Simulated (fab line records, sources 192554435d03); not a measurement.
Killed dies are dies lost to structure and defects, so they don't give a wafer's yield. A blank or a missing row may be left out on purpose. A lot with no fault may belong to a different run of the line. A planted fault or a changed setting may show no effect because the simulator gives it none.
Matching of chambers -- flow n5-finfet -- rie-si-04 running N5_FIN_SAQP_ETCH_64: 4 sister chambers
The step etches SiO2 in CF4, target depth 1.5 nm. 18 wafers are shown with their chamber, then 9 later ones without.

== EACH WAFER AND ITS CHAMBER ==
wafer,chamber,throttle-valve-pct (%),drypump-motor-current-A (A),oes-product-au (a.u.)
L074.3,3,21.95,5.2,1.009
L074.5,0,21.64,6.6,1.008
L074.6,3,21.95,5.2,1.010
L082.1,2,21.28,5.1,1.012
L082.2,0,21.63,6.6,1.008
L082.3,1,21.91,5.9,0.989
L084.3,0,21.65,6.7,1.011
L084.4,3,21.93,5.2,1.015
L084.6,3,21.96,5.2,1.021
L085.2,2,21.28,5.0,1.011
L085.4,0,21.65,6.7,1.009
L085.5,3,21.94,5.2,1.012
L090.2,0,21.65,6.6,1.014
L090.5,1,21.92,5.9,0.998
L090.6,2,21.29,5.0,1.017
L091.1,1,21.92,5.9,0.993
L091.2,2,21.27,5.1,1.022
L091.6,0,21.63,6.6,1.007

SIGNATURES (means of the wafers above)
reading,chamber 0,chamber 1,chamber 2,chamber 3,scatter within a chamber
throttle-valve-pct,21.6417,21.9167,21.2800,21.9460,0.00952
drypump-motor-current-A,6.633,5.900,5.050,5.200,0.0408
oes-product-au,1.00950,0.99333,1.01550,1.01340,0.00418
Rule: for each reading, subtract the chamber's mean from the wafer's reading, divide by that reading's scatter and square the result; add these up over the readings and take the root, which gives the wafer's distance from the chamber. The wafer belongs to the nearest chamber; if the next one is less than 2 further off, it can't be placed. The scatter: the root of (the sum of the squares of (reading less its chamber's mean) over the shown wafers, divided by (wafers less chambers)).

== WAFERS MISSING THEIR CHAMBER ==
wafer,throttle-valve-pct (%),drypump-motor-current-A (A),oes-product-au (a.u.)
L092.1,21.94,5.2,1.011
L092.3,21.91,6.0,0.991
L092.4,21.66,6.6,1.006
L093.2,21.94,5.2,1.017
L093.4,21.28,5.1,1.021
L093.5,21.63,6.6,0.998
L096.2,21.28,5.0,1.007
L096.4,21.64,6.6,1.009
L096.5,21.28,5.1,1.016

== WHICH CHAMBER EACH ONE RAN IN ==
wafer,from the rows above,in truth
L092.1,3,3
L092.3,1,1
L092.4,0,0
L093.2,3,3
L093.4,2,2
L093.5,0,0
L096.2,2,2
L096.4,0,0
L096.5,2,2
Placed correctly: 9 of 9. Can't be placed from these rows: 0. Wrongly placed: 0.
